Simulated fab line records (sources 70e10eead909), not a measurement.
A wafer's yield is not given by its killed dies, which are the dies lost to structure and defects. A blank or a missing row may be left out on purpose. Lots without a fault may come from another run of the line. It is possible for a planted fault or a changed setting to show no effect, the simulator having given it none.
Which tool was responsible?    flow nand_harc    6 lots with 17 wafers sampled at 2 steps, on a route of 1302 steps

== WHAT THE GAUGES SHOWED, per wafer ==
NHARC_P_ZERO_WELL_CD_MEAS_11: the cd target is 500 nm.
lot   measured      on         cd_nm (nm)
L710  day 2 07:14   cd_sem-01  499.5 496.8 501.5
L712  day 3 03:14   cd_sem-03  500.6 498.7 502.9
L715  day 4 09:15   cd_sem-03  508.9 511.4
L724  day 8 03:14   cd_sem-01  502.2 501.2 497.6
L726  day 8 23:14   cd_sem-01  499.2 498.2 499.0
L729  day 10 05:07  cd_sem-03  497.8 496.1 498.1

== WHICH TOOL RAN EACH LOT (tool, then ch and the chambers of the sampled wafers, then the start) ==
lot   NHARC_P_ZERO_WELL_PEB_09
L710  litho_track-03 ch 0, day 2 07:09
L712  litho_track-03 ch 0, day 3 03:09
L715  litho_track-03 ch 0, day 4 09:10
L724  litho_track-03 ch 0, day 8 03:10
L726  litho_track-07 ch 0, day 8 23:10
L729  litho_track-02 ch 0, day 10 05:02
- NHARC_P_ZERO_WELL_PEB_09: peb time 80 s.

== THE ANSWER, worked out from the rows above alone ==
Rule: what is usual is taken from the lots themselves. Put in order of their means at a reading, lots are off if they are a third of the lots or fewer, leave a main group of 4 or more, and stand apart from it by a gap of 3 or more times the standard deviation of the main group's means; of several such gaps the widest counts. A main group is skipped when, at the precision printed for the reading in the tables above, its means are all equal. Also off: a lot with no number at a reading for which 4 or more lots have one. All remaining lots with rows at the step are treated as sound.
Off: L715 (NHARC_P_ZERO_WELL_CD_MEAS_11, cd_nm). For the main group the mean is 499.3 nm and the standard deviation 1.2.
If a tool, at a process step before that reading, ran all the lots that are off and no sound lot after the first of them, it fits. Gauges at NHARC_P_ZERO_WELL_CD_MEAS_11: tried the same way as those tools. None of those tried fits.

== WHAT WAS PUT IN BY THE SIMULATOR ==
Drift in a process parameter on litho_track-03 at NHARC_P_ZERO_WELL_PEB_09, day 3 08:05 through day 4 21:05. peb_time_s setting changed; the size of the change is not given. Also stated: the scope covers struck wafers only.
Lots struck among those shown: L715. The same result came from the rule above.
